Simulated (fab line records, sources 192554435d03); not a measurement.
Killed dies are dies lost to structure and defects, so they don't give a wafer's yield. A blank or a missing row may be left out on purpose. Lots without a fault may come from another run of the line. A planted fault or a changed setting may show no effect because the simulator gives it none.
Split-lot experiment | flow n5_finfet | 7 lots, 39 wafers read, on a route of 1938 steps

THE SPLIT
At N5_ZERO_LAYER_DEVELOP_10 (develop time 60 s), the setting develop_time_s was moved away from the recipe's 60 s on 15 of the 39 wafers read, by -35.8% to +58.2%. The other wafers ran this setting at the recipe's value.

FROM THE SPLIT TO THE READING: what the file shows between them, 1 step
- N5_ZERO_LAYER_HARDBAKE_23: time 120 s

THE READING
cd_nm, in nm, at N5_ZERO_LAYER_CD_MEAS_11 (target cd 2000 nm). Fault-free wafers of this fab line usually give 2000.4 nm, standard deviation 2 nm.

wafer  | tool, chamber at the split | develop_time_s as run, s | against the recipe | cd_nm, nm | against lot-mates on the recipe
L078.2 | litho_track-01, 0          | 60                       | recipe             | 2000.8    | -
L078.3 | litho_track-01, 0          | 60                       | recipe             | 2000.3    | -
L078.4 | litho_track-01, 0          | 60                       | recipe             | 1997.8    | -
L079.1 | litho_track-05, 0          | 60                       | recipe             | 1996.8    | -
L079.2 | litho_track-05, 0          | 94.44                    | +57.4%             | 2009.2    | +8.7
L079.3 | litho_track-05, 0          | 94.44                    | +57.4%             | 2009.4    | +8.9
L079.4 | litho_track-05, 0          | 94.44                    | +57.4%             | 2011.1    | +10.6
L079.5 | litho_track-05, 0          | 60                       | recipe             | 2003.9    | -
L079.6 | litho_track-05, 0          | 60                       | recipe             | 2000.9    | -
L084.1 | litho_track-01, 0          | 90.8                     | +51.3%             | 2012.1    | +10.5
L084.2 | litho_track-01, 0          | 60                       | recipe             | 2001.8    | -
L084.3 | litho_track-01, 0          | 60                       | recipe             | 2000.2    | -
L084.4 | litho_track-01, 0          | 90.8                     | +51.3%             | 2009.2    | +7.6
L084.5 | litho_track-01, 0          | 60                       | recipe             | 2002.8    | -
L084.6 | litho_track-01, 0          | 90.8                     | +51.3%             | 2009.8    | +8.2
L092.1 | litho_track-05, 0          | 60                       | recipe             | 2004.0    | -
L092.2 | litho_track-05, 0          | 60                       | recipe             | 2002.5    | -
L092.3 | litho_track-05, 0          | 60                       | recipe             | 2002.2    | -
L092.4 | litho_track-05, 0          | 60                       | recipe             | 2003.5    | -
L092.5 | litho_track-05, 0          | 60                       | recipe             | 1999.8    | -
L092.6 | litho_track-05, 0          | 60                       | recipe             | 1999.4    | -
L093.1 | litho_track-05, 0          | 60                       | recipe             | 2003.8    | -
L093.2 | litho_track-05, 0          | 60                       | recipe             | 2001.1    | -
L093.3 | litho_track-05, 0          | 94.94                    | +58.2%             | 2011.2    | +8.2
L093.4 | litho_track-05, 0          | 94.94                    | +58.2%             | 2012.4    | +9.4
L093.5 | litho_track-05, 0          | 60                       | recipe             | 2004.0    | -
L093.6 | litho_track-05, 0          | 94.94                    | +58.2%             | 2013.2    | +10.2
L094.1 | litho_track-04, 0          | 60                       | recipe             | 1998.5    | -
L094.2 | litho_track-04, 0          | 41.87                    | -30.2%             | 1993.5    | -5.6
L094.3 | litho_track-04, 0          | 60                       | recipe             | 2001.4    | -
L094.4 | litho_track-04, 0          | 41.87                    | -30.2%             | 1990.5    | -8.6
L094.5 | litho_track-04, 0          | 41.87                    | -30.2%             | 1992.9    | -6.2
L094.6 | litho_track-04, 0          | 60                       | recipe             | 1997.3    | -
L095.1 | litho_track-01, 0          | 60                       | recipe             | 1998.9    | -
L095.2 | litho_track-01, 0          | 60                       | recipe             | 2000.4    | -
L095.3 | litho_track-01, 0          | 38.55                    | -35.8%             | 1992.4    | -7.6
L095.4 | litho_track-01, 0          | 60                       | recipe             | 2000.7    | -
L095.5 | litho_track-01, 0          | 38.55                    | -35.8%             | 1990.7    | -9.3
L095.6 | litho_track-01, 0          | 38.55                    | -35.8%             | 1987.8    | -12.2

THE FIT
A straight line over all 39 wafers: cd_nm changes by +0.207 nm for each +1% of develop_time_s; r = +0.94; the points scatter about the line by 2.2 nm.
The same after taking each lot's own level away (the mean of its wafers on the recipe; 39 wafers): +0.186 nm for each +1%; r = +0.95; scatter 1.8 nm.
On that fit, the largest move of develop_time_s shifts the reading by 11 nm.
The lots' own levels span 1999.07 to 2002.97 nm, that is 1.9 times the standard deviation above.
So the lot-to-lot level changes the slope: the two fits differ.
Check: with one of the wafers moved furthest among these (+58.2%) left out of the fit, the line predicts +10.5 nm for it against its lot-mates. It came out at +8.23 nm against them.

THE FILE'S OWN FIT
cd_nm changes by +0.181 nm for each +1% of develop_time_s, r = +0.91.
